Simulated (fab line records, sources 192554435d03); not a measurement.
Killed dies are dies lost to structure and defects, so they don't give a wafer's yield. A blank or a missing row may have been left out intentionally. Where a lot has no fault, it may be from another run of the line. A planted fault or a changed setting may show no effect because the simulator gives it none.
Problem report, 8D (eight disciplines) form, completed by code -- flow n5 finfet -- the parts of the form that need people (team, actions taken, sign-off) are left out

## 1. WHAT WENT WRONG
barrier field endpoint s at N5_BEOL_M11_CMP_52 reads a mean of 22.2 s on 1 wafer of 1 lot; wafers without a fault read 28.7 s with a standard deviation of 0.94. That is -6.9 standard deviations from the usual mean.
The step: polishes, stops on SiCOH lowk, t overpolish 7 s, target thk 140 nm.
First seen on wafer L848.5, day 14 02:45, on cmp-04. At this step, 30 wafers from 11 lots have a number in the record. By rule, "out" or "out of limits" means more than 4 standard deviations away from the usual mean. Any other wafer with a number is counted as sound.

## 2. WHAT IT IS AND WHAT IT IS NOT
question,is,is not
which readings at this step,barrier field endpoint s,"head pressure psi, motor current A, platen rpm"
which lots,L848,"L835, L836, L837, L839, L840, L849, L852, L853, L856, L857"
which wafers of those lots,L848.5,"L848.1, L848.2"
read on which tools,cmp-04,"cmp-02, cmp-03"
when,from day 14 02:45,"up to then (14 sound wafers); but 15 sound wafers of L849, L852, L853, L856, L857 came after"

## 3. SUSPECTS, AND WHAT RULES EACH OUT
Counting: a tool at a process step up to the reading stays a suspect if it ran every lot that is out. Sound lots after the first of them don't rule it out here, since some wafers of a struck lot are sound.
- pecvd-03 at N5_BEOL_M11_PECVD_70 (deposits SiO2 from TEOS/O2, target thk 20 nm, time 22.7 s): kept. L848, the lot that is out, went through it at day 13 16:42; up to then, the latest sound lot through it was L837 at day 11 18:13.
- rie diel-02 at N5_BEOL_M11_TRENCH_ETCH_37 (etches SiCOH lowk in C4F6/O2, target depth 148.83 nm, time 48 s): kept. It ran the lot that is out, L848 (day 13 23:27). With no start given for some of its lots, N5_BEOL_M11_TRENCH_ETCH_37 uses the hours and lot order of N5_BEOL_M11_OCD_MEAS_38.
- pvd sputter-03 at N5_BEOL_M11_SURFACE_TREAT_76: kept. It ran the lot that is out, L848 (day 14 01:55).
- cmp-04 at N5_BEOL_M11_CMP_52 (polishes, stops on SiCOH lowk, t overpolish 7 s, target thk 140 nm): kept. L848, the lot that is out, went through it at day 14 02:45; up to then, the latest sound lot through it was L840 at day 12 18:43. Out on those wafers are its own readings of barrier field endpoint s.
- Within pecvd-03 at N5_BEOL_M11_PECVD_70: the wafers that are out ran in chamber 0; their sound lot-mates ran in chambers 1, 2.
- Within rie diel-02 at N5_BEOL_M11_TRENCH_ETCH_37: the wafers that are out ran in chamber 3; their sound lot-mates ran in chambers 0, 1.
Left after counting: pecvd-03 at N5_BEOL_M11_PECVD_70, rie diel-02 at N5_BEOL_M11_TRENCH_ETCH_37, pvd sputter-03 at N5_BEOL_M11_SURFACE_TREAT_76, cmp-04 at N5_BEOL_M11_CMP_52.

## 4. THE CAUSE (what the simulator had put in)
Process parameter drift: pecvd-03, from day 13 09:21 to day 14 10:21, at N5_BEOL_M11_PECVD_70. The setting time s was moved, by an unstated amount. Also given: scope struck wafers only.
Counting leaves 4 suspects; this tool is one of them.

## 5. THE CHAIN OF EFFECTS, in route order
Each row: a reading whose mean over the struck wafers that have a number lies more than 3 standard deviations from the usual. Scope: only readings with a usual standard deviation given in the record; hours: median across lots of the time from each lot's start at the first step in this table that gives one to its start at this step; sigmas: change in usual standard deviations.
hours,step,reading,usual,on struck wafers,change,sigmas
0,N5_BEOL_M11_CMP_52,barrier field endpoint s,28.7 s,22.2,-6.5,-6.9
The process steps in it:
- N5_BEOL_M11_CMP_52: polishes, stops on SiCOH lowk, t overpolish 7 s, target thk 140 nm.

## 6. HOW IT WOULD HAVE BEEN CAUGHT EARLIER
17 hours passed between the start of the fault at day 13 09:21 and the first reading out of limits in this record, taken at day 14 02:45.
Tool readings at N5_BEOL_M11_PECVD_70 with a usual standard deviation given in the record: none out on any struck wafer, hence no alarm at a limit of 4 standard deviations on them.
Each of the lots that are out, 1 in all, had begun N5_BEOL_M11_PECVD_70 on pecvd-03 no later than day 14 02:45. A hold on the tool at that time would have spared none of them.
